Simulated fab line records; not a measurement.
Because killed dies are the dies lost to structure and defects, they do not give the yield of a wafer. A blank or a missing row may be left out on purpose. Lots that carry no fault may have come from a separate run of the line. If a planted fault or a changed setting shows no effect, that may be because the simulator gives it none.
Code-filled problem report in 8D (eight disciplines) form -- flow n5-finfet -- the parts of the form that need people (team, actions taken, sign-off) are left out

== 1. THE PROBLEM ==
At N5_BEOL_M10_COAT_63, spin-speed-rpm averages 1212.6 rpm over 6 wafers from 2 lots, while fault-free wafers read 1500.2 rpm, standard deviation 1.1. That is -99 or more standard deviations from the usual mean.
The step: time 60 s, resist thk 100 nm.
First observed at day 12 20:47: wafer L149.3, on litho-track-01. Wafers with a number at this step in the record: 36, from 12 lots. By rule, "out" or "out of limits" means more than 4 standard deviations away from the usual mean. The other wafers with a number count as sound.

== 2. WHAT IT IS, AND WHAT IT ISN'T ==
question,is,is not
which readings at this step,spin-speed-rpm,"exhaust-pa, heater-power-total-W"
which lots,"L149, L151","L139, L140, L141, L143, L144, L146, L148, L160, L161, L162"
which wafers of those lots,all that have a number,-
read on which tools,litho-track-01,"litho-track-04, litho-track-05"
when,from day 12 20:47,"up to then (21 sound wafers); but 9 sound wafers of L160, L161, L162 came after"

== 3. WHAT RULES OUT EACH SUSPECT ==
Counting: a tool at a process step up to the reading stays a suspect if it ran every lot that is out and no sound lot after the first of them.
- litho-track-01 at N5_BEOL_M10_COAT_63 (time 60 s, resist thk 100 nm): ruled out as a lasting fault. Following L149 (day 12 20:47), the first lot on it that is out, the sound lots L162 were run on it.
Left after counting: nothing in the record.

== 4. THE CAUSE (what the simulator had put in) ==
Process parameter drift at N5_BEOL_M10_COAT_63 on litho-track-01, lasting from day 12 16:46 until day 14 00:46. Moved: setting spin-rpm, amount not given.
Counting ruled it out, wrongly.

== 5. SEQUENCE OF EFFECTS, ordered by route ==
One row per reading whose mean, taken over the struck wafers that have a number, lies over 3 standard deviations from the usual. Only readings whose record carries a usual standard deviation are examined. hours: median over the lots of the time between each lot's start at the first step of this table that gives one and its start at this step. sigmas: the change, counted in usual standard deviations.
hours,step,reading,usual,on struck wafers,change,sigmas
0,N5_BEOL_M10_COAT_63,spin-speed-rpm,1500.2 rpm,1212.6,-287.6,-99 or more
Its process steps:
- N5_BEOL_M10_COAT_63: time 60 s, resist thk 100 nm.

== 6. HOW IT WOULD HAVE BEEN CAUGHT EARLIER ==
In this record the first reading out of limits was taken at day 12 20:47, 4 hours after the fault began at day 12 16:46.
